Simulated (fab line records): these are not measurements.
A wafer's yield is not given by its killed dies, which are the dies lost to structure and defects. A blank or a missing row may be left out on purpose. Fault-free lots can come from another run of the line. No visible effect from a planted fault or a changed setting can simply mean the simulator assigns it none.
A struck lot beside a sound one || flow nand harc || 15 out of 1159 route steps
Sound: wafers L163.1, L163.5, L163.6. Wafers L161.1, L161.2, L161.4 were the ones struck. The cause is named last.
Each step with rows lists, per side, the tool, then ch with its chambers, then its first start. Under that, the readings that differ: sound wafers || struck wafers || difference of the means || sigmas: that difference in standard deviations of wafers without a fault.
alike: readings whose means differ by less than 2 such deviations, and words and numbers that are the same on both sides. not compared: withheld readings, readings that some wafer has no value for, bounds like >300 that may hide the same value, and numbers for which the record gives no deviation and whose values overlap.
A row with sigmas, a row that says differs or no value, or rows on one side alone: a step with any of these is where the two part. Numbers that have no deviation but don't overlap get no sigmas and don't part them. A reading missing from all wafers of one side parts the sides only when that side holds two or more wafers.

first, 2 steps without rows for these wafers: NHARC_P_GATE_PEB_09 (peb time 85 s); NHARC_P_GATE_DEVELOP_10 (time 70 s).
NHARC_P_GATE_CD_MEAS_11 targets a cd of 1640 nm.
  sound on cd sem-03 ch 0, day 4 18:04; struck on cd sem-02 ch 0, day 4 04:34
  alike: cd nm
then, 1 step without rows for these wafers: NHARC_P_GATE_HARDBAKE_12 (time 80 s).
NHARC_P_GATE_DESCUM_13: chemistry O2, time 3 s.
  sound on rie diel-13 ch 0,1,2, day 4 18:15; struck on rie diel-13 ch 0,1,2, day 4 04:46
  alike: drypump motor current A, mfc ar sccm, oes product au, rf vpp V, showerhead plenum p Torr, throttle valve pct
  not compared: rf hours counter h
then, 6 steps without rows for these wafers: NHARC_P_GATE_ETCH_14 (etches SiO2 in dHF, target depth 48.8 nm); NHARC_P_GATE_STRIP_15 (strips in SPM, time 780 s); NHARC_P_GATE_PRECLEAN_71 (cleans in SC1); NHARC_P_GATE_SRD_72; NHARC_P_GATE_OXIDE_16 (material SiO2, target thk 3 nm, ox time 392 s); NHARC_P_GATE_CVD_17 (deposits poly-Si, target thk 150 nm, time 900 s).
NHARC_P_GATE_HM_DEP_102: deposits aC, target thk 120 nm.
  sound on acl dep-03 ch 0, day 5 07:04; struck on acl dep-01 ch 0, day 4 18:40
  alike: throttle valve pct
NHARC_P_GATE_DEP_103: deposits SiON, target thk 30 nm.
  sound on pecvd-03 ch 1,2, day 5 07:46; struck on pecvd-03 ch 1,2, day 4 19:47
  alike: heater power w
then, 2 steps without rows for these wafers: NHARC_P_GATE_DEHYDRATE_18 (time 120 s); NHARC_END_SORT_01.

## WHERE THEY PART
Nowhere in this record.

WHY: whatever the simulator had introduced
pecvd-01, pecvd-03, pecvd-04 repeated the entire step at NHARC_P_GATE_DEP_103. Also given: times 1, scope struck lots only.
